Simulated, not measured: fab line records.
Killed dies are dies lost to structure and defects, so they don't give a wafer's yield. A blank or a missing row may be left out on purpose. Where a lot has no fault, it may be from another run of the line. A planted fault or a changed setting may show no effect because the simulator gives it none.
fab line records	flow nand_harc	part 1 of 2: steps 1 to 22 of 34
[record] lots = 5	wafers = 15	last_day = 32
route steps=1302 shown P_M2@320 P_BONDPAD@351
lots that met no fault: from a run of the same line without faults
start_h: start of the lot's first displayed wafer, in hours after the record's first day	wait_h: hours elapsed since this lot's preceding step	" same as the row above	L1.1+2: several wafers, shown together as one row	- no value, or no start given	* or withheld: withheld	< > ~ a bound
route shown NAME@n: a module of which the file shows steps, and the number in the route of the first	usual: the fault-free wafers' mean and standard deviation	same: alike in all rows	chamber/n: place in a boat	sites: readings site by site	_std_site: the values' standard deviation	_edge_site: the outer-site mean with the inner-site mean subtracted	radius_mm: for every site, how far away it sits from the centre of the wafer	mask NAME#n: copy n	behind: the tool/chamber that last shaped the wafer	hold: reason for holding the lot/hours on hold/outcome of the hold	device: transistor that didn't switch, given as n, p or np	end of line: the route-end tests of the same wafers	where a step has no rows: the recipe by itself	killed: at the first sort, the dies lost to defects and structure; wafer yield is something else	map: a wafer's dies, x killed, . not, _ none there
set.NAME: the setting that was run; set.NAME@STEP: the one run at that earlier step	model.NAME: the simulator's own value behind a step, which no gauge read
lots seen at some steps along the route; tables by step, rows by wafer
services: a tool's chamber out of use, with start hour (start_h, from the record's first day; less than 0 if before it), hours out, and reason
[[steps]]
[step NHARC_P_M2_HMDS_02]
[recipe] time_s = 30
[usual] chill_plate_temp_C = 23.01/0.095	exhaust_pa = 45.1/0.94
lot.wafer	tool	chamber	start_h	wait_h	chill_plate_temp_C	exhaust_pa
L078.1	litho_track-06	0	-	-	23.14	44.9
L078.3	"	0	"	"	23.10	46.8
L078.6	"	0	"	"	23.04	44.2
L081.2	litho_track-01	0	-	-	22.99	45.9
L081.5	"	0	"	"	22.95	46.8
L081.6	"	0	"	"	22.92	46.6
L084.2	litho_track-04	0	-	-	23.03	45.1
L084.4	"	0	"	"	22.96	45.1
L084.5	"	0	"	"	22.90	44.4
L085.2	litho_track-06	0	-	-	22.93	44.0
L085.4	"	0	"	"	22.96	44.4
L085.6	"	0	"	"	23.00	45.4
L093.1	litho_track-04	0	-	-	23.03	45.3
L093.3	"	0	"	"	23.13	46.4
L093.5	"	0	"	"	23.31	45.7
[step NHARC_P_M2_COAT_34]
[recipe] temp_c = 200	time_s = 65
[usual] chill_plate_temp_C = 23.01/0.1	exhaust_pa = 45.0/0.84
lot.wafer	tool	chamber	start_h	wait_h	chill_plate_temp_C	exhaust_pa
L078.1	litho_track-06	0	-	-	23.02	44.7
L078.3	"	0	"	"	22.94	44.5
L078.6	"	0	"	"	22.95	45.4
L081.2	litho_track-01	0	-	-	23.08	45.1
L081.5	"	0	"	"	23.10	44.8
L081.6	"	0	"	"	22.97	44.7
L084.2	litho_track-04	0	-	-	23.06	43.9
L084.4	"	0	"	"	23.15	43.8
L084.5	"	0	"	"	23.11	43.7
L085.2	litho_track-06	0	-	-	22.96	45.1
L085.4	"	0	"	"	22.90	45.7
L085.6	"	0	"	"	22.90	44.2
L093.1	litho_track-04	0	-	-	22.92	44.0
L093.3	"	0	"	"	23.08	46.1
L093.5	"	0	"	"	22.97	45.6
[step NHARC_P_M2_COAT_03]
[recipe] spin_rpm = 1500	resist_thk_nm = 90
[usual] chill_plate_temp_C = 22.99/0.11	exhaust_pa = 45.0/0.89
lot.wafer	tool	chamber	start_h	wait_h	chill_plate_temp_C	exhaust_pa
L078.1	litho_track-06	0	-	-	22.94	43.9
L078.3	"	0	"	"	22.98	45.1
L078.6	"	0	"	"	23.01	45.4
L081.2	litho_track-01	0	-	-	23.07	45.1
L081.5	"	0	"	"	23.02	44.8
L081.6	"	0	"	"	23.09	44.1
L084.2	litho_track-04	0	-	-	23.27	45.6
L084.4	"	0	"	"	23.04	45.6
L084.5	"	0	"	"	23.00	45.1
L085.2	litho_track-06	0	-	-	22.91	45.5
L085.4	"	0	"	"	22.69	43.9
L085.6	"	0	"	"	22.80	45.6
L093.1	litho_track-04	0	-	-	23.06	44.9
L093.3	"	0	"	"	23.15	44.6
L093.5	"	0	"	"	22.92	45.8
[step NHARC_P_M2_SOFTBAKE_04]
[recipe] temp_c = 105	time_s = 55
[usual] chill_plate_temp_C = 22.97/0.11	exhaust_pa = 45.2/0.98
lot.wafer	tool	chamber	start_h	wait_h	chill_plate_temp_C	exhaust_pa
L078.1	litho_track-06	0	-	-	22.94	45.6
L078.3	"	0	"	"	22.94	47.2
L078.6	"	0	"	"	22.78	46.7
L081.2	litho_track-01	0	-	-	22.97	44.3
L081.5	"	0	"	"	23.03	45.0
L081.6	"	0	"	"	23.17	43.9
L084.2	litho_track-04	0	-	-	22.80	43.7
L084.4	"	0	"	"	22.87	44.8
L084.5	"	0	"	"	23.00	45.1
L085.2	litho_track-06	0	-	-	22.98	45.0
L085.4	"	0	"	"	23.03	43.6
L085.6	"	0	"	"	22.97	45.1
L093.1	litho_track-04	0	-	-	23.18	45.5
L093.3	"	0	"	"	23.20	43.5
L093.5	"	0	"	"	22.97	44.5
[step NHARC_P_M2_EBR_05]
[usual] chill_plate_temp_C = 23.02/0.11	exhaust_pa = 44.9/0.97
lot.wafer	tool	chamber	start_h	wait_h	chill_plate_temp_C	exhaust_pa
L078.1	litho_track-06	0	-	-	23.14	45.5
L078.3	"	0	"	"	23.17	46.0
L078.6	"	0	"	"	23.02	46.2
L081.2	litho_track-01	0	-	-	23.05	44.7
L081.5	"	0	"	"	23.08	43.1
L081.6	"	0	"	"	23.17	45.0
L084.2	litho_track-04	0	-	-	23.15	44.1
L084.4	"	0	"	"	23.13	43.6
L084.5	"	0	"	"	23.08	44.6
L085.2	litho_track-06	0	-	-	22.94	45.2
L085.4	"	0	"	"	23.00	45.0
L085.6	"	0	"	"	22.99	44.3
L093.1	litho_track-04	0	-	-	22.98	45.9
L093.3	"	0	"	"	22.81	45.3
L093.5	"	0	"	"	22.92	45.2
[step NHARC_P_M2_EXPOSE_06]
[recipe] na = 1.35	target_cd_nm = 170	dose_mj = 80.78	mask_id = P_M2
[same] na = 1.35
lot.wafer	tool	chamber	start_h	wait_h	mask
L078.1+3+6	arfi_scanner-03	0	174.69	-	P_M2#0
L081.2+5+6	arfi_scanner-02	0	206.90	-	P_M2#0
L084.2+4+5	arfi_scanner-03	0	237.68	-	P_M2#0
L085.2+4+6	arfi_scanner-01	0	244.27	-	P_M2#0
L093.1+3+5	arfi_scanner-01	0	334.24	-	P_M2#0
[step NHARC_P_M2_PEB_07]
[recipe] peb_temp_c = 100	peb_time_s = 65
[usual] chill_plate_temp_C = 23.02/0.12	exhaust_pa = 45.0/0.77
lot.wafer	tool	chamber	start_h	wait_h	chill_plate_temp_C	exhaust_pa
L078.1	litho_track-01	0	174.75	0.1	23.13	45.5
L078.3	"	0	"	"	23.18	45.5
L078.6	"	0	"	"	23.18	44.2
L081.2	litho_track-06	0	206.95	0.1	22.97	45.6
L081.5	"	0	"	"	22.95	46.1
L081.6	"	0	"	"	22.95	45.5
L084.2	litho_track-06	0	237.74	0.1	23.10	45.4
L084.4	"	0	"	"	22.91	45.0
L084.5	"	0	"	"	22.89	44.5
L085.2	litho_track-01	0	244.33	0.1	23.39	45.3
L085.4	"	0	"	"	23.17	45.1
L085.6	"	0	"	"	23.00	43.6
L093.1	litho_track-06	0	334.30	0.1	22.94	43.3
L093.3	"	0	"	"	22.86	44.4
L093.5	"	0	"	"	22.90	44.8
[step NHARC_P_M2_DEVELOP_08]
[recipe] develop_time_s = 35	dev_temp_c = 23
[usual] chill_plate_temp_C = 23.00/0.11	exhaust_pa = 45.3/0.84
lot.wafer	tool	chamber	start_h	wait_h	chill_plate_temp_C	exhaust_pa
L078.1	litho_track-01	0	-	-	23.01	44.8
L078.3	"	0	"	"	23.08	45.8
L078.6	"	0	"	"	22.85	45.7
L081.2	litho_track-06	0	-	-	23.03	45.4
L081.5	"	0	"	"	23.13	45.3
L081.6	"	0	"	"	23.25	44.7
L084.2	litho_track-06	0	-	-	23.05	45.1
L084.4	"	0	"	"	22.85	46.0
L084.5	"	0	"	"	22.97	45.0
L085.2	litho_track-01	0	-	-	22.94	45.0
L085.4	"	0	"	"	23.09	45.7
L085.6	"	0	"	"	22.92	46.5
L093.1	litho_track-06	0	-	-	22.88	44.1
L093.3	"	0	"	"	22.81	44.1
L093.5	"	0	"	"	23.02	43.5
[step NHARC_P_M2_CD_MEAS_09]
[recipe] target_cd_nm = 170	landing_energy_ev = 500
[usual] cd_nm = 170.2/0.59
lot.wafer	tool	chamber	start_h	wait_h	cd_nm
L078.1	cd_sem-03	0	174.83	-	169.5
L078.3	"	0	"	"	169.5
L078.6	"	0	"	"	169.8
L081.2	cd_sem-02	0	207.03	-	171.0
L081.5	"	0	"	"	170.8
L081.6	"	0	"	"	170.8
L084.2	cd_sem-02	0	237.82	-	170.6
L084.4	"	0	"	"	171.5
L084.5	"	0	"	"	170.4
L085.2	cd_sem-01	0	244.41	-	169.7
L085.4	"	0	"	"	169.3
L085.6	"	0	"	"	169.9
L093.1	cd_sem-01	0	334.38	-	170.7
L093.3	"	0	"	"	171.2
L093.5	"	0	"	"	170.2
[step NHARC_P_M2_OVL_MEAS_10]
[recipe] pitch_nm = 340
[usual] overlay_x_nm = 0.0/0.71	overlay_y_nm = 0.0/0.84
lot.wafer	tool	chamber	start_h	wait_h	overlay_x_nm	overlay_y_nm
L078.1	overlay-01	-	174.92	-	-0.3	1.7
L078.3	"	-	"	"	-0.2	1.3
L078.6	"	-	"	"	-0.7	1.6
L081.2	overlay-02	-	207.12	-	-0.6	0.7
L081.5	"	-	"	"	-1.3	0.9
L081.6	"	-	"	"	-0.3	1.2
L084.2	overlay-01	-	237.90	-	-0.1	0.4
L084.4	"	-	"	"	-1.1	0.5
L084.5	"	-	"	"	-0.9	0.8
L085.2	overlay-01	-	244.50	-	0.2	-0.5
L085.4	"	-	"	"	0.0	-0.5
L085.6	"	-	"	"	-0.3	0.1
L093.1	overlay-01	-	334.47	-	0.2	-1.0
L093.3	"	-	"	"	0.5	-1.0
L093.5	"	-	"	"	0.2	-0.8
[step NHARC_P_M2_INSPECT_11]
[usual] raw_defect_count = 4.5/2.2
lot.wafer	tool	chamber	start_h	wait_h	raw_defect_count
L078.1	defect_inspect-02	-	174.96	0.0	3
L078.3	"	-	"	"	4
L078.6	"	-	"	"	2
L081.2	defect_inspect-02	-	207.16	0.0	7
L081.5	"	-	"	"	7
L081.6	"	-	"	"	8
L084.2	defect_inspect-01	-	237.94	0.0	4
L084.4	"	-	"	"	6
L084.5	"	-	"	"	1
L085.2	defect_inspect-01	-	244.53	0.0	3
L085.4	"	-	"	"	2
L085.6	"	-	"	"	3
L093.1	defect_inspect-02	-	334.51	0.0	5
L093.3	"	-	"	"	4
L093.5	"	-	"	"	6
[step NHARC_P_M2_DESCUM_14]
[recipe] time_s = 3	o2_flow_sccm = 200	ar_flow_sccm = 0	bias_power_w = 0	chemistry = O2
[usual] drypump_motor_current_A = 5.8/0.42	oes_product_au = 0.996/0.011	rf_vpp_V = 57.8/0.93	showerhead_plenum_p_Torr = 1.91/0.099	throttle_valve_pct = 11.312/0.0094
lot.wafer	tool	chamber	start_h	wait_h	drypump_motor_current_A	oes_product_au	rf_hours_counter_h	rf_vpp_V	showerhead_plenum_p_Torr	throttle_valve_pct
L078.1	rie_diel-12	0	175.03	0.1	6.0	1.007	6.5	55.6	1.81	11.326
L078.3	"	1	"	"	6.2	0.981	5.6	55.5	1.81	11.313
L078.6	"	1	"	"	6.2	0.981	-	57.8	1.81	11.316
L081.2	rie_diel-03	1	207.24	0.1	6.3	0.987	3.2	59.2	2.04	11.302
L081.6	"	2	"	"	5.7	1.007	-	56.2	1.79	11.312
L081.5	"	3	"	"	5.0	1.004	-	58.1	1.98	11.310
L084.4	rie_diel-12	2	238.00	0.1	5.6	0.985	7.1	56.8	1.93	11.313
L084.2	"	1	"	"	6.2	0.988	8.7	57.2	1.81	11.306
L084.5	"	2	"	"	5.6	0.984	-	57.6	1.93	11.312
L085.2	rie_diel-03	1	244.59	0.1	6.3	0.976	4.9	57.5	2.04	11.320
L085.4	"	3	"	"	5.0	1.006	6.4	57.8	1.98	11.305
L085.6	"	2	"	"	5.7	0.987	-	57.7	1.79	11.295
L093.1	rie_diel-03	2	334.57	0.1	5.7	1.000	1.9	56.8	1.79	11.306
L093.3	"	0	"	"	5.9	1.005	2.0	57.6	1.90	11.304
L093.5	"	3	"	"	5.0	1.009	-	58.0	1.98	11.323
[step NHARC_P_M2_ETCH_35]
[recipe] target_depth_a = 400	overetch_a = 120	time_s = 43.94	ion_energy_ev = 200	n2_flow_sccm = 150	h2_flow_sccm = 150	ar_flow_sccm = 0	rf_w = 400	bias_w = 150	chemistry = N2/H2
[usual] drypump_motor_current_A = 5.8/0.42	oes_product_au = 0.997/0.011	rf_vpp_V = 430.4/3	showerhead_plenum_p_Torr = 2.03/0.11	throttle_valve_pct = 14.171/0.01
lot.wafer	tool	chamber	start_h	wait_h	drypump_motor_current_A	oes_product_au	rf_hours_counter_h	rf_vpp_V	showerhead_plenum_p_Torr	throttle_valve_pct
L078.3	rie_diel-12	2	175.12	0.1	5.6	0.980	4.5	431.1	2.06	14.177
L078.1	"	0	"	"	6.0	1.012	6.5	428.2	1.93	14.150
L078.6	"	2	"	"	5.6	0.991	-	432.7	2.06	14.173
L081.2	rie_diel-03	1	207.30	0.1	6.3	1.003	3.2	436.0	2.18	14.173
L081.5	"	1	"	"	6.3	0.990	-	433.6	2.18	14.158
L081.6	"	2	"	"	5.7	1.000	-	427.3	1.91	14.156
L084.2	rie_diel-12	0	238.09	0.1	6.0	1.006	9.5	427.6	1.92	14.175
L084.4	"	2	"	"	5.6	0.978	7.1	430.9	2.05	14.175
L084.5	"	0	"	"	5.9	1.009	-	427.2	1.92	14.180
L085.2	rie_diel-03	3	244.68	0.1	5.0	1.000	6.4	432.4	2.12	14.158
L085.4	"	1	"	"	6.3	0.993	4.9	435.8	2.18	14.160
L085.6	"	3	"	"	5.0	1.000	-	432.3	2.12	14.167
L093.1	rie_diel-03	3	334.66	0.1	5.0	1.000	1.7	433.1	2.12	14.188
L093.3	"	1	"	"	6.3	1.005	2.2	433.8	2.18	14.162
L093.5	"	3	"	"	5.0	1.007	-	433.4	2.12	14.181
[step NHARC_P_M2_ETCH_15]
[recipe] target_depth_a = 1825	time_s = 91.2	c4f8_flow_sccm = withheld	ar_flow_sccm = 400	rf_w = 600	bias_w = 300	chemistry = C4F8/Ar
[usual] oes_product_au = 0.947/0.025	rf_vpp_V = 441/3.2
lot.wafer	tool	chamber	start_h	wait_h	oes_product_au	rf_hours_counter_h	rf_vpp_V
L078.3	rie_diel-12	2	-	-	0.911	4.5	442
L078.1	"	0	"	"	0.930	6.6	439
L078.6	"	1	"	"	0.922	-	436
L081.2	rie_diel-03	3	-	-	0.968	5.0	443
L081.5	"	3	"	"	0.967	-	443
L081.6	"	0	"	"	0.982	-	441
L084.4	rie_diel-12	2	-	-	0.914	7.1	443
L084.2	"	3	"	"	0.918	6.4	438
L084.5	"	3	"	"	0.918	-	437
L085.2	rie_diel-03	0	-	-	0.963	6.7	441
L085.4	"	3	"	"	0.970	6.5	442
L085.6	"	1	"	"	0.956	-	444
L093.3	rie_diel-03	2	-	-	0.964	1.9	437
L093.1	"	1	"	"	0.975	2.2	445
L093.5	"	2	"	"	0.960	-	437
[step NHARC_P_M2_CD_MEAS_16]
[usual] cd_nm = 170.2/0.92
lot.wafer	tool	chamber	start_h	wait_h	cd_nm
L078.1	cd_sem-01	-	175.37	-	169.2
L078.3	"	-	"	"	167.9
L078.6	"	-	"	"	168.5
L081.2	cd_sem-01	-	207.52	-	171.4
L081.5	"	-	"	"	171.0
L081.6	"	-	"	"	170.8
L084.2	cd_sem-02	-	238.31	-	169.8
L084.4	"	-	"	"	171.1
L084.5	"	-	"	"	170.7
L085.2	cd_sem-01	-	244.90	-	170.6
L085.4	"	-	"	"	169.6
L085.6	"	-	"	"	170.5
L093.1	cd_sem-03	-	334.87	-	171.6
L093.3	"	-	"	"	172.0
L093.5	"	-	"	"	171.1
[step NHARC_P_M2_STRIP_18]
[recipe] power_w = 1000	n2_flow_sccm = 150	h2_flow_sccm = 150	ar_flow_sccm = 0	bias_w = 0	chemistry = N2/H2
[usual] drypump_motor_current_A = 5.8/0.41	oes_product_au = 0.997/0.01	rf_vpp_V = 90.7/1	showerhead_plenum_p_Torr = 2.05/0.11	throttle_valve_pct = 14.171/0.0089
lot.wafer	tool	chamber	start_h	wait_h	drypump_motor_current_A	oes_product_au	rf_hours_counter_h	rf_vpp_V	showerhead_plenum_p_Torr	throttle_valve_pct
L078.1	rie_diel-03	3	175.44	0.1	4.9	0.999	3.6	91.4	2.12	14.166
L078.3	"	2	"	"	5.7	1.002	3.4	88.7	1.91	14.181
L078.6	"	0	"	"	5.9	1.003	-	91.3	2.03	14.160
L081.2	rie_diel-03	0	207.62	0.1	5.9	1.004	5.1	91.7	2.03	14.182
L081.5	"	3	"	"	5.0	1.005	-	90.2	2.12	14.171
L081.6	"	0	"	"	6.0	0.992	-	91.8	2.03	14.177
L084.4	rie_diel-03	2	238.40	0.1	5.7	0.986	6.0	88.8	1.91	14.162
L084.2	"	0	"	"	5.9	0.983	6.6	90.3	2.03	14.159
L084.5	"	1	"	"	6.3	0.996	-	91.4	2.18	14.173
L085.4	rie_diel-04	2	244.97	0.1	5.7	0.982	1.5	91.2	2.10	14.168
L085.2	"	3	"	"	6.5	0.994	1.6	91.9	2.20	14.176
L085.6	"	2	"	"	5.6	0.983	-	91.1	2.10	14.161
L093.1	rie_diel-03	1	334.97	0.1	6.3	0.999	2.2	91.8	2.18	14.188
L093.3	"	3	"	"	4.9	1.016	1.8	89.7	2.12	14.152
L093.5	"	1	"	"	6.3	1.001	-	90.7	2.18	14.182
[step NHARC_P_M2_ETCH_28]
[recipe] target_depth_a = 300	over_etch_frac = 0.3	time_s = 72.99	ion_energy_ev = 150	cf4_flow_sccm = 50	n2_flow_sccm = 100	ar_flow_sccm = 150	rf_w = 300	bias_w = 100	chemistry = CF4/N2
[usual] drypump_motor_current_A = 5.8/0.41	oes_product_au = 0.997/0.011	rf_vpp_V = 314.3/2.3	showerhead_plenum_p_Torr = 2.64/0.13	throttle_valve_pct = 19.794/0.01
lot.wafer	tool	chamber	start_h	wait_h	drypump_motor_current_A	oes_product_au	rf_hours_counter_h	rf_vpp_V	showerhead_plenum_p_Torr	throttle_valve_pct
L078.1	rie_diel-03	2	-	-	5.7	1.004	3.4	310.2	2.47	19.787
L078.3	"	3	"	"	5.0	1.008	3.6	315.8	2.72	19.786
L078.6	"	2	"	"	5.7	1.000	-	310.0	2.47	19.801
L081.2	rie_diel-03	2	-	-	5.7	0.997	4.7	310.4	2.47	19.794
L081.5	"	1	"	"	6.3	0.984	-	316.7	2.79	19.813
L081.6	"	2	"	"	5.7	0.995	-	312.4	2.47	19.785
L084.2	rie_diel-03	3	-	-	5.0	1.001	6.3	316.8	2.72	19.784
L084.4	"	0	"	"	6.0	0.994	6.6	313.9	2.61	19.799
L084.5	"	0	"	"	6.0	0.993	-	313.9	2.61	19.800
L085.4	rie_diel-04	2	-	-	5.7	1.000	1.5	315.2	2.70	19.782
L085.2	"	3	"	"	6.5	0.999	1.6	317.7	2.81	19.797
L085.6	"	2	"	"	5.7	0.991	-	315.2	2.70	19.802
L093.3	rie_diel-03	3	-	-	4.9	1.013	1.8	315.4	2.72	19.811
L093.1	"	2	"	"	5.7	1.002	2.0	311.1	2.47	19.798
L093.5	"	0	"	"	6.0	0.994	-	314.8	2.61	19.798
[step NHARC_P_M2_STRIP_19]
[recipe] time_s = 600	temp_c = 30	chemistry = post_etch_residue_remover
lot.wafer	tool	chamber	start_h	wait_h
L078.3+6+1	wet_bench-08	1,5,6	175.81	-
L081.5+6+2	wet_bench-08	3,5,0	207.96	-
L084.5+2+4	wet_bench-08	1,3,4	238.75	-
L085.4+2+6	wet_bench-10	4,5,6	245.34	-
L093.5+3+1	wet_bench-08	7,1,2	335.37	-
[step NHARC_P_M2_DEGAS_29]
[recipe] temp_c = 250	time_s = 60
[usual] heater_power_w = 333/35
lot.wafer	tool	chamber	start_h	wait_h	heater_power_w
L078.3	pvd_sputter-01	-	176.08	-	319
L078.1	"	-	"	"	341
L078.6	"	-	"	"	284
L081.2	pvd_sputter-02	-	208.23	-	347
L081.5	"	-	"	"	349
L081.6	"	-	"	"	307
L084.2	pvd_sputter-01	-	239.02	-	323
L084.4	"	-	"	"	283
L084.5	"	-	"	"	359
L085.4	pvd_sputter-01	-	245.65	-	323
L085.2	"	-	"	"	291
L085.6	"	-	"	"	323
L093.3	pvd_sputter-01	-	335.62	-	348
L093.1	"	-	"	"	321
L093.5	"	-	"	"	365
[step NHARC_P_M2_PRE_CLEAN_30]
[recipe] time_s = 30	temp_c = 280	gas = H2/He
[usual] heater_power_w = 412/45
lot.wafer	tool	chamber	start_h	wait_h	heater_power_w
L078.3	pvd_sputter-01	-	-	-	390
L078.1	"	-	"	"	404
L078.6	"	-	"	"	356
L081.2	pvd_sputter-02	-	-	-	470
L081.6	"	-	"	"	377
L081.5	"	-	"	"	467
L084.2	pvd_sputter-01	-	-	-	451
L084.4	"	-	"	"	396
L084.5	"	-	"	"	411
L085.2	pvd_sputter-01	-	-	-	343
L085.4	"	-	"	"	423
L085.6	"	-	"	"	390
L093.1	pvd_sputter-01	-	-	-	444
L093.3	"	-	"	"	397
L093.5	"	-	"	"	446
[step NHARC_P_M2_PVD_20]
[recipe] target_thk_a = 50	bias_v = 168.6	power_w = 15000	chamber_pressure_pa = 0.12	time_s = 8.06	substrate_temp_c = 50	material = TaN
[usual] throttle_valve_pct = 29.6/0.75
lot.wafer	tool	chamber	start_h	wait_h	throttle_valve_pct
L078.3	pvd_sputter-01	-	-	-	28.5
L078.1	"	-	"	"	28.8
L078.6	"	-	"	"	31.1
L081.2	pvd_sputter-02	-	-	-	29.0
L081.6	"	-	"	"	29.6
L081.5	"	-	"	"	29.6
L084.4	pvd_sputter-01	-	-	-	28.8
L084.2	"	-	"	"	29.7
L084.5	"	-	"	"	28.9
L085.2	pvd_sputter-01	-	-	-	29.9
L085.4	"	-	"	"	30.5
L085.6	"	-	"	"	28.9
L093.3	pvd_sputter-01	-	-	-	29.6
L093.1	"	-	"	"	29.0
L093.5	"	-	"	"	29.7
[step NHARC_P_M2_PVD_21]
[recipe] target_thk_a = 300	chamber_pressure_pa = 5	power_w = 5000	substrate_temp_c = 30	time_s = 20.49	material = Cu
[usual] throttle_valve_pct = 29.6/0.77
lot.wafer	tool	chamber	start_h	wait_h	throttle_valve_pct
L078.3	pvd_sputter-01	-	-	-	31.1
L078.1	"	-	"	"	29.3
L078.6	"	-	"	"	31.4
L081.2	pvd_sputter-02	-	-	-	30.7
L081.6	"	-	"	"	29.8
L081.5	"	-	"	"	30.9
L084.2	pvd_sputter-01	-	-	-	28.8
L084.4	"	-	"	"	30.8
L084.5	"	-	"	"	29.8
L085.4	pvd_sputter-01	-	-	-	28.6
L085.2	"	-	"	"	29.9
L085.6	"	-	"	"	28.7
L093.3	pvd_sputter-01	-	-	-	29.8
L093.1	"	-	"	"	28.9
L093.5	"	-	"	"	29.5
